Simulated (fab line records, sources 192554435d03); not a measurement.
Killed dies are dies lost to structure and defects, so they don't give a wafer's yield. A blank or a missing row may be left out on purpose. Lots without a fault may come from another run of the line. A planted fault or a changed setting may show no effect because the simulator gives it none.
fab line records | flow n5_finfet
record lots=4 wafers=10 last_day=19
route steps=1938 shown SD_EPI_N@269 SD_EPI_P@295 BEOL_M4@1111 PASSIVATION@1936
lots that met no fault: from a run of the same line without faults
start_h: hours from the record's first day to the start of the lot's first wafer shown | wait_h: hours since the lot's step before | " the same as in the row above | L1.1+2: a row that stands for several wafers | - no value, or no start given | * or withheld: withheld | < > ~ a bound
route shown NAME@n: a module of which the file shows steps, and the number in the route of the first | usual: mean/standard deviation of fault-free wafers | same: alike in all rows | chamber/n: place in a boat | sites: the reading at each site | _std_site: their standard deviation | _edge_site: outer sites' mean less inner sites' | radius_mm: how far each site lies from the wafer's centre | mask NAME#n: copy n | behind: the tool/chamber that last shaped the wafer | hold: why the lot was held/for how many hours/how that ended | device: the transistor (n, p or np) that didn't switch | end of line: the same wafers' tests at the end of the route | a step without rows: its recipe alone | killed: dies lost to structure and defects at the first sort, not the wafer's yield | map: a wafer's dies, x killed, . not, _ none there
set.NAME: the setting as run; set.NAME@STEP: as run at that earlier step | model.NAME: the simulator's own value behind a step, which no gauge read
lots at some steps of the route; a table a step, a row a wafer
services: from which hour (start_h, from the record's first day; less than 0 if before it) a tool's chamber was out of use, for how many hours, and why
## steps
# step N5_SD_EPI_N_DEVELOP_08
# recipe develop_time_s=30 developer=TMAH resist=CAR-ArF-block dev_temp_c=23 rinse_liquid=diw dry=air_spin
# step N5_SD_EPI_N_DESCUM_14
# recipe chemistry=O2 time_s=7.9 source_power_w=50 bias_power_w=20 pressure_mtorr=20 rf_frequency_hz=2.712e+07 temp_c=40 resist=CAR-ArF-block o2_flow_sccm=225
# step N5_SD_EPI_N_ETCH_34
# recipe chemistry=CF4 target=SiARC target_depth_a=455 mask_material=CAR-ArF-block time_s=75.8 ion_energy_ev=80 pressure_mtorr=40 source_w=545 bias_w=36 Ar_flow_sccm=100 cf4_flow_sccm=100 ends=cleared
# step N5_SD_EPI_N_ETCH_35
# recipe chemistry=N2/H2 target=SOC overetch_a=1080 mask_material=SiARC temp_c=40 ion_energy_ev=100 source_w=3000 bias_w=133 pressure_mtorr=20 time_s=486 n2_flow_sccm=200 h2_flow_sccm=200
# step N5_SD_EPI_N_STRIP_36
# recipe chemistry=N2/H2 temp_c=40 n2_flow_sccm=200 h2_flow_sccm=200 rf_frequency_hz=6e+07
# step N5_SD_EPI_N_ETCHBACK_44
# recipe chemistry=CH3F/O2 mode=anisotropic_etchback target=SiNx target_depth_a=145 stop_on=SiO2 over_etch_frac=0.3 ion_energy_ev=120 pressure_mtorr=30 source_w=395 bias_w=73 Ar_flow_sccm=150 CH3F_flow_sccm=30 O2_flow_sccm=20
# step N5_SD_EPI_N_ETCH_45
# recipe chemistry=CH3F/O2 target=SiOCN target_depth_a=60 mask_material=SOC ion_energy_ev=60 bias_w=29 pressure_mtorr=15 source_w=410 Ar_flow_sccm=150 CH3F_flow_sccm=30 O2_flow_sccm=20
# step N5_SD_EPI_N_ETCH_16
# recipe chemistry=CHF3/O2 target=SiO2 target_depth_a=50 mask_material=SOC pressure_mtorr=30 source_w=650 bias_w=170 Ar_flow_sccm=200 CHF3_flow_sccm=50 O2_flow_sccm=5 ion_energy_ev=200
# step N5_SD_EPI_N_STRIP_47
# recipe chemistry=CHF3/O2 resist=SiARC rf_frequency_hz=6e+07
# step N5_SD_EPI_N_SD_RECESS_17
# recipe chemistry=HBr/Cl2/O2 target_depth_a=410 mask_material=SOC time_s=23.7 bt_time_s=3 pressure_mtorr=10 icp_w=800 bias_w=112 HBr_flow_sccm=150 Cl2_flow_sccm=80 O2_flow_sccm=12
# usual drypump_motor_current_A=5.5/0.45 oes_product_au=1.007/0.014 throttle_valve_pct=37.27/0.28
# columns lot.wafer tool chamber start_h wait_h drypump_motor_current_A oes_product_au rf_hours_counter_h throttle_valve_pct model.etch.depth_nm model.SD_EPI_N.feature_depth_nm model.Si_of_WELL_APT_EPI_41.thk_nm
L187.3 rie_si-02 2 74.33 0.0 5.8 1.017 41 37.12 42.13 42.2 7.6
L187.5 " 0 " " 4.8 1.010 - 37.14 41.71 41.8 8.6
L187.6 " 1 " " 5.6 0.997 - 37.13 41.09 41 9
L188.2 rie_si-02 1 78.34 0.0 5.6 1.139 74 37.06 63.81 63.8 4.4
L188.5 " 0 " " 4.8 1.147 - 37.07 64.44 64.4 4.4
L192.1 rie_si-02 2 105.36 0.0 5.8 1.023 42 37.12 41.87 41.8 8.2
L192.5 " 1 " " 5.6 1.135 - 37.07 63.51 63.6 4.2
L205.2 rie_si-03 1 189.73 0.0 5.1 1.031 4 36.76 41.06 41 9.6
L205.5 " 1 " " 5.1 1.025 - 36.75 41.18 41.2 9.6
L205.6 " 2 " " 5.9 1.005 - 37.21 40.68 40.6 10.4
# step N5_SD_EPI_N_STRIP_38
# recipe chemistry=N2/H2 power_w=1000 temp_c=250 h2_frac=0.65 overash_fraction=0.3 pressure_mtorr=withheld n2_flow_sccm=1750 h2_flow_sccm=3250
# step N5_SD_EPI_N_WET_ETCH_43
# recipe chemistry=dHF dilution=withheld time_s=14 target=SiO2 target_depth_a=15 temp_c=25
# step N5_SD_EPI_N_STRIP_18
# recipe chemistry=SPM time_s=750 temp_c=130 h2so4_h2o2_vol_ratio=4
# usual bath_heat_duty_pct=14.9/1.7
# columns lot.wafer tool chamber start_h wait_h bath_heat_duty_pct model.Si_of_WELL_APT_EPI_41.thk_nm
L187.3 wet_bench-06 6 74.52 0.0 15.6 7.2
L187.5 " 4 " " 14.1 8.2
L187.6 " 2 " " 16.3 8.6
L188.2 wet_bench-06 6 78.53 0.0 15.7 4
L188.5 " 4 " " 13.1 4
L192.1 wet_bench-01 7 105.54 0.0 13.6 8
L192.5 " 2 " " 15.3 4
L205.2 wet_bench-01 0 189.92 0.0 14.7 9.2
L205.5 " 2 " " 14.6 9.2
L205.6 " 5 " " 18.6 10
# step N5_SD_EPI_N_SRD_20
# recipe dry=ipa_marangoni do_ppb=5 time_s=30 temp_c=23 rinse_liquid=diw
# step N5_SD_EPI_N_PRECLEAN_48
# recipe chemistry=NF3:NH3 afs_cycles=2 temp_c=30 time_s=20 sublimation_temp_c=180 sublimation_time_s=60 pressure_torr=3 rf_power_w=30
# step N5_SD_EPI_N_VAPOR_ETCH_50
# recipe chemistry=HCl target=Si temp_c=775 time_s=54 pressure_torr=20 mode=isotropic
# step N5_SD_EPI_N_EPI_21
# recipe material=Si:P dopant=P temp_c=680 pressure_torr=255 time_s=690
# step N5_SD_EPI_N_PRECLEAN_24
# recipe chemistry=O3/DIW time_s=60 temp_c=22 o3_ppm=10
# step N5_SD_EPI_N_SRD_25
# recipe time_s=30 temp_c=23 rinse_liquid=diw dry=ipa_marangoni
# step N5_SD_EPI_N_PRECLEAN_49
# recipe chemistry=NF3:NH3 afs_cycles=1 temp_c=30 time_s=20 sublimation_temp_c=180 sublimation_time_s=60 pressure_torr=3 rf_power_w=30
# step N5_SD_EPI_N_LINER_46
# recipe material=SiNx target_thk_a=30 temp_c=400 ald_precursor_family=SiH2I2 ald_co_reactant=N2/H2-plasma pressure_torr=2
# step N5_SD_EPI_P_COAT_34
# recipe resist=SOC temp_c=250 time_s=60 spin_rpm=1500 resist_thk_nm=350
# step N5_SD_EPI_P_COAT_35
# recipe resist=SiARC temp_c=220 time_s=60 spin_rpm=1500 resist_thk_nm=35
# step N5_SD_EPI_P_COAT_03
# recipe resist=CAR-ArF-block spin_rpm=1500 resist_thk_nm=150
# step N5_SD_EPI_P_EBR_05
# recipe solvent=PGMEA ebr_width_mm=1.5
# step N5_SD_EPI_P_SOFTBAKE_04
# recipe temp_c=110 time_s=60 resist=CAR-ArF-block
# step N5_SD_EPI_P_EXPOSE_06
# recipe mask_id=SD_P_BLK na=1.35 source_shape=conventional sigma_outer=0.8 polarization=unpolarized target_cd_nm=240 dose_mj=39.5
# step N5_SD_EPI_P_PEB_07
# recipe peb_temp_c=110 peb_time_s=60 resist=CAR-ArF-block
# step N5_SD_EPI_P_DEVELOP_08
# recipe develop_time_s=30 developer=TMAH resist=CAR-ArF-block dev_temp_c=23 rinse_liquid=diw dry=air_spin
# step N5_SD_EPI_P_DESCUM_14
# recipe chemistry=O2 time_s=7.9 source_power_w=50 bias_power_w=20 pressure_mtorr=20 rf_frequency_hz=2.712e+07 temp_c=40 resist=CAR-ArF-block o2_flow_sccm=225
# step N5_SD_EPI_P_ETCH_36
# recipe chemistry=CF4 target=SiARC target_depth_a=455 mask_material=CAR-ArF-block time_s=75.8 ion_energy_ev=80 pressure_mtorr=40 source_w=545 bias_w=36 Ar_flow_sccm=100 cf4_flow_sccm=100 ends=cleared
# step N5_SD_EPI_P_ETCH_37
# recipe chemistry=N2/H2 target=SOC overetch_a=1080 mask_material=SiARC temp_c=40 ion_energy_ev=100 source_w=3000 bias_w=133 pressure_mtorr=20 time_s=486 n2_flow_sccm=200 h2_flow_sccm=200 ends=end_point
# step N5_SD_EPI_P_STRIP_38
# recipe chemistry=N2/H2 temp_c=40 n2_flow_sccm=200 h2_flow_sccm=200 rf_frequency_hz=6e+07
# step N5_SD_EPI_P_ETCHBACK_46
# recipe chemistry=CH3F/O2 mode=anisotropic_etchback target=SiNx target_depth_a=175 stop_on=SiO2 over_etch_frac=0.3 ion_energy_ev=120 pressure_mtorr=30 source_w=395 bias_w=73 Ar_flow_sccm=150 CH3F_flow_sccm=30 O2_flow_sccm=20
# step N5_BEOL_M4_RC_MEAS_101
# usual CJ_N=4.36/0.093 DIBL_N=36.1/1.6 DIBL_P=35.7/1.8 EOT_N=10.52/0.094 IGATE_N=0.0123/0.0018 IOFF_N=0.159/0.027 IOFF_N_85C=3.1/0.44 IOFF_N_LIN=0.073/0.0097 IOFF_N_LONG=5.66e-05/2.6e-06 IOFF_P=0.21/0.03 ION_N=673/10 ION_P=462/7.4 RC_DENSE_N=19.0/0.42 RC_N=15.5/0.32 REXT_N=74.7/1.6 RS_SD_N=28.5/0.35 SS_N=71.4/0.56 SS_P=73.2/0.61 VT_N=249.7/3 VT_N_LONG=274.5/2.1 VT_N_LVT=98.3/2.8 VT_P=-250/3.1
# columns lot.wafer tool chamber start_h wait_h CJ_N DIBL_N[mV/V] DIBL_P[mV/V] EOT_N IGATE_N[nA/um] IOFF_N[nA/um] IOFF_N_85C[nA/um] IOFF_N_LIN[nA/um] IOFF_N_LONG[nA/um] IOFF_P[nA/um] ION_N[uA/um] ION_P[uA/um] RC_DENSE_N[ohm.um] RC_N[ohm.um] REXT_N[ohm.um] RS_SD_N[ohm/sq] SS_N[mV/dec] SS_P[mV/dec] VT_N[mV] VT_N_LONG[mV] VT_N_LVT[mV] VT_P[mV]
L187.3 prober-02 0 185.47 0.3 4.45 37.4 35.6 10.58 0.0114 0.154 3.0 0.070 5.36e-05 0.18 667 455 19.4 15.7 75.0 28.1 71.5 73.2 253.0 278.1 98.8 -254
L187.5 " 0 " " 4.44 37.4 37.2 10.59 0.0109 0.157 3.1 0.071 5.31e-05 0.20 667 458 19.6 15.7 76.2 28.4 71.6 73.3 250.0 274.1 97.5 -252
L187.6 " 0 " " 4.37 37.6 36.5 10.59 0.0104 0.149 2.9 0.068 5.2e-05 0.18 656 445 19.8 15.9 75.5 28.2 71.7 73.3 252.7 279.5 100.6 -254
L188.2 prober-02 0 192.03 0.2 - - 33.5 - - - - - - 0.19 - 454 - - - - - 73.1 - - - -250
L188.5 " 0 " " - - 35.7 - - - - - - 0.23 - 464 - - - - - 73.3 - - - -249
L192.1 prober-02 0 220.72 0.0 4.37 35.0 34.5 10.64 0.0089 0.155 3.0 0.069 5.45e-05 0.19 666 451 18.7 15.2 73.5 28.7 71.8 73.2 247.7 274.8 98.5 -251
L192.5 " 0 " " - - 33.7 - - - - - - 0.17 - 459 - - - - - 72.1 - - - -253
L205.2 prober-01 0 341.86 0.2 4.29 37.8 37.2 10.52 0.0115 0.202 3.7 0.088 6.03e-05 0.26 685 468 18.9 15.4 74.3 28.5 72.1 73.0 244.9 272.2 93.9 -243
L205.5 " 0 " " 4.28 37.4 35.8 10.61 0.0111 0.194 3.6 0.083 6e-05 0.23 672 464 18.7 15.2 73.2 28.3 72.0 73.5 246.2 272.2 95.2 -245
L205.6 " 0 " " 4.20 35.1 34.2 10.41 0.0137 0.147 2.9 0.068 5.95e-05 0.21 658 462 19.1 15.6 75.3 28.6 71.1 73.2 250.4 269.7 98.2 -248
# step N5_PASSIVATION_PROBE_49
# usual defect_limited_yield=91.0/1.3 killed_at_M0_to_M3=33/10 killed_at_M4_up=14/5.6 killed_at_contacts=12/5.8 killed_at_front_end=43/11 killed_at_other=4.1/2.8 killed_dies=106/15 killed_on_rim=14/3.9 killed_open=70/12 killed_short=34/7.5 sort_bin_4_leakage=0.00/0.0099 sort_bin_5_function=5.3/0.88 sort_bin_6_memory=3.3/0.64 sort_bin_8_speed=0.00/0.016 sort_n_pass=1074/15 sort_yield_pct=91.0/1.3
# same gross_dies=1180 killed_at_back_side=0
# columns lot.wafer tool chamber start_h wait_h defect_limited_yield[%] killed_at_M0_to_M3 killed_at_M4_up killed_at_contacts killed_at_front_end killed_at_other killed_dies killed_on_rim killed_open killed_short sort_bin_4_leakage[%] sort_bin_5_function[%] sort_bin_6_memory[%] sort_bin_8_speed[%] sort_n_pass sort_yield_pct[%]
L187.3 prober-02 - 293.27 0.1 90.9 35 6 23 42 1 107 15 67 39 0 5.8 3.1 0 1073 90.9
L187.5 prober-02 - 293.37 0.2 90.4 52 13 12 35 1 113 14 72 40 0 5.9 3.1 0 1067 90.4
L187.6 prober-02 - 293.42 0.3 90.8 54 9 10 33 2 108 13 83 24 0 5.1 3.9 0.08 1071 90.8
L188.2 prober-01 - 299.00 0.1 89.4 43 17 7 56 2 125 19 82 38 89.41 5.8 4.2 0 0 0
L188.5 prober-01 - 299.15 0.2 91.4 34 22 5 39 1 101 15 62 32 91.44 5.2 3.0 0 0 0
L192.1 prober-02 - 338.36 0.0 89.3 61 16 6 41 2 126 19 87 39 0 6.9 3.3 0 1054 89.3
L192.5 prober-02 - 338.56 0.2 91.9 30 7 9 47 2 95 14 56 38 91.95 4.7 2.8 0 0 0
L205.2 prober-01 - 450.01 0.1 90.8 45 7 8 37 11 108 10 68 35 0 5.2 3.5 0 1072 90.8
L205.5 prober-01 - 450.16 0.2 91.0 28 17 13 35 13 106 14 66 35 0 4.9 3.6 0 1074 91.0
L205.6 prober-01 - 450.21 0.3 91.4 36 8 12 36 9 101 15 60 38 0 4.5 3.2 0 1079 91.4
# killed by level:class
L187.3 MOL_CONTACT_COAG:geometric_particle:open=16 STI_FIN_REVEAL:geometric_particle:open=15 BEOL_M0_SAQP:geometric_particle:open=11 STI_FIN_REVEAL:geometric_particle:short=10 BEOL_M0_SAQP:geometric_particle:short=8 MOL_CONTACT_COAG:geometric_particle:short=7 BEOL_M2:geometric_particle:open=7 BEOL_M1:geometric_particle:open=5
L187.5 BEOL_M0_SAQP:geometric_particle:short=11 BEOL_M2:geometric_particle:open=11 GATE_CUT:geometric_particle:short=10 BEOL_M1:geometric_particle:open=10 MOL_CONTACT_COAG:geometric_particle:open=9 STI_FIN_REVEAL:geometric_particle:open=8 BEOL_M0_SAQP:geometric_particle:open=5 BEOL_M3:geometric_particle:open=5
L187.6 BEOL_M0_SAQP:geometric_particle:open=15 BEOL_M2:geometric_particle:open=15 MOL_CONTACT_COAG:geometric_particle:open=10 FIN_SAQP:geometric_particle:open=7 BEOL_M1:geometric_particle:open=7 GATE_CUT:geometric_particle:open=5 BEOL_M0_SAQP:geometric_particle:short=5 BEOL_M0:geometric_particle:open=5
L188.2 FIN_SAQP:geometric_particle:short=11 FIN_SAQP:geometric_particle:open=10 BEOL_M2:geometric_particle:open=10 STI_FIN_REVEAL:geometric_particle:open=9 BEOL_M3:geometric_particle:open=9 BEOL_M0_SAQP:geometric_particle:open=8 BEOL_M1:geometric_particle:open=8 BEOL_M4:geometric_particle:open=7
L188.5 STI_FIN_REVEAL:geometric_particle:open=9 BEOL_M4:geometric_particle:open=7 FIN_SAQP:geometric_particle:short=6 BEOL_M0_SAQP:geometric_particle:short=6 BEOL_M0_SAQP:geometric_particle:open=6 MOL_CONTACT_COAG:geometric_particle:open=5 BEOL_M3:geometric_particle:open=5 FIN_SAQP:geometric_particle:open=4
L192.1 BEOL_M2:geometric_particle:open=20 BEOL_M0_SAQP:geometric_particle:short=15 BEOL_M0_SAQP:geometric_particle:open=12 FIN_SAQP:geometric_particle:open=9 FIN_SAQP:geometric_particle:short=8 GATE_CUT:geometric_particle:open=7 BEOL_M4:geometric_particle:open=7 STI_FIN_REVEAL:geometric_particle:open=5
L192.5 STI_FIN_REVEAL:geometric_particle:open=9 GATE_CUT:geometric_particle:short=7 BEOL_M1:geometric_particle:open=7 DUMMY_GATE:geometric_particle:open=6 FIN_SAQP:geometric_particle:short=5 FIN_SAQP:geometric_particle:open=5 MOL_CONTACT_COAG:geometric_particle:short=5 BEOL_M0_SAQP:geometric_particle:open=5
L205.2 FIN_SAQP:geometric_particle:open=14 BEOL_M0_SAQP:geometric_particle:open=10 BEOL_M2:geometric_particle:open=8 STI_FIN_REVEAL:geometric_particle:open=7 MOL_CONTACT_COAG:geometric_particle:open=6 BEOL_M0_SAQP:geometric_particle:short=6 BEOL_M1:geometric_particle:open=6 BEOL_M2:geometric_particle:short=6
L205.5 MOL_CONTACT_COAG:geometric_particle:open=9 STI_FIN_REVEAL:geometric_particle:open=9 BEOL_M1:geometric_particle:open=8 FIN_SAQP:geometric_particle:open=6 BEOL_M0_SAQP:geometric_particle:open=5 STARTING-WAFER:geometric_particle:short=5 MOL_CONTACT_COAG:geometric_particle:short=4 BEOL_M2:geometric_particle:open=4
L205.6 MOL_CONTACT_COAG:geometric_particle:open=10 STI_FIN_REVEAL:geometric_particle:open=9 BEOL_M3:geometric_particle:open=7 BEOL_M2:geometric_particle:open=7 BEOL_M0_SAQP:geometric_particle:short=5 BEOL_M1:geometric_particle:open=5 FIN_SAQP:geometric_particle:open=4 GATE_CUT:geometric_particle:short=4
# map L188.2 (x killed, . not)
_________________............________________
______________.x................_____________
___________.........x............x.__________
__________....x....................._________
________.x...............x...x........_______
_______................x...............______
______..x.......x................x......_____
_____...x..........x.....xx..........x..x____
____..x..x..x...........x.x.....x.........___
___x......x....xx....x.............x.......__
___.xx..............x..........x..x........__
__...........x................x.x..........._
__....................x........x.xx....xx..x_
_................x...x.....................x.
_.........xx........x....x.....x.x...........
_..x......xx..................x..............
_................x.....x...x...x.x...........
_x........x............x..x...x..............
_..x...................................x.....
_............x..............x................
_...........................x......x........x
__....x...........x...x........x............_
__...........xx...x..................x...x.._
___...x........x..x.....x...x...x..x.......__
___...x...........x.......x......x......xx.__
____....................x............x....___
_____xx.x.......x....x...................____
______......x...........xx.............._____
_______x....x..x.x...x..x.............x______
________..............x.......x...x..x_______
__________x.x.........x...x........._________
___________...................x....__________
______________...x...........x.._____________
_________________x...........________________
# map L192.1 (x killed, . not)
_________________............________________
______________...x.x.x..x...x..._____________
___________........................__________
__________........x.........x..x.x.._________
________..........x.....x............._______
_______...x..............x.............______
______.....x.........xx................x_____
_____...............x...........x....x...____
____.......x.x..........x.......x...x...x.___
___.........x...........x.......xx.........__
___.....x.x.................x............x.__
__............x.x...x.x......x......x......._
__.x...................................x.x.._
_.........x..............x....xx..xx....x...x
_...................x.........x...........xx.
_...........x....x............x..............
_.....x..x..x...x........x.........x....x.x..
_.............x........x......x.x....x.......
_x............................x...........x.x
_...x...........x.......................x....
_..........................x....x.....x...x..
__............x...............x............._
__...x....x........xx..x..x.........x......._
___....x...............x.x..x..x.....x.....__
___....................x.....x...........x.__
____......................................___
_____.............x.......x.......x...x..____
______................................x._____
_______.....................xx.........______
________x..............x..x...x..x...x_______
__________...x.....................x_________
___________..x.x........x...xx.....__________
______________..x.............x._____________
_________________..x..x..x..x________________
## services
# columns tool chamber start_h hours kind
rie_si-03 3 58.52 6.6 repair
rie_si-02 3 67.78 4.5 repair
rie_si-02 1 100.25 3.1 repair
rie_si-02 3 166.33 30.2 repair
rie_si-03 3 178.93 7.2 repair
## key
first_sign step=N5_SD_EPI_N_SD_RECESS_17 reading=oes_product_au direction=up sigmas=9.6 usual=1.007 struck=1.140
effect step=N5_BEOL_M4_RC_MEAS_101 reading=CJ_N direction=missing
effect step=N5_BEOL_M4_RC_MEAS_101 reading=DIBL_N direction=missing
effect step=N5_BEOL_M4_RC_MEAS_101 reading=EOT_N direction=missing
effect step=N5_BEOL_M4_RC_MEAS_101 reading=IGATE_N direction=missing
effect step=N5_BEOL_M4_RC_MEAS_101 reading=IOFF_N direction=missing
effect step=N5_BEOL_M4_RC_MEAS_101 reading=IOFF_N_85C direction=missing
effect step=N5_BEOL_M4_RC_MEAS_101 reading=IOFF_N_LIN direction=missing
effect step=N5_BEOL_M4_RC_MEAS_101 reading=IOFF_N_LONG direction=missing
effect step=N5_BEOL_M4_RC_MEAS_101 reading=ION_N direction=missing
effect step=N5_BEOL_M4_RC_MEAS_101 reading=RC_DENSE_N direction=missing
effect step=N5_BEOL_M4_RC_MEAS_101 reading=RC_N direction=missing
effect step=N5_BEOL_M4_RC_MEAS_101 reading=REXT_N direction=missing
effect step=N5_PASSIVATION_PROBE_49 reading=sort_bin_4_leakage direction=up sigmas=99+ usual=0.00 struck=90.93
model_effect step=N5_SD_EPI_N_SD_RECESS_17 value=etch.depth_nm without=41.43 struck=63.92
model_effect step=N5_SD_EPI_N_STRIP_18 value=Si_of_WELL_APT_EPI_41.thk_nm without=7.8 struck=4
met_at N5_SD_EPI_N_SD_RECESS_17
struck_wafers L188.2,L188.5,L192.5
onset_between 74.33 78.34
fault kind=process_parameter_drift tool=rie_si-02 chamber=- onset_h=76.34 steps=N5_SD_EPI_N_SD_RECESS_17 channel=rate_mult offset=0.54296 shape=step end_h=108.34 scope=struck_wafers_only
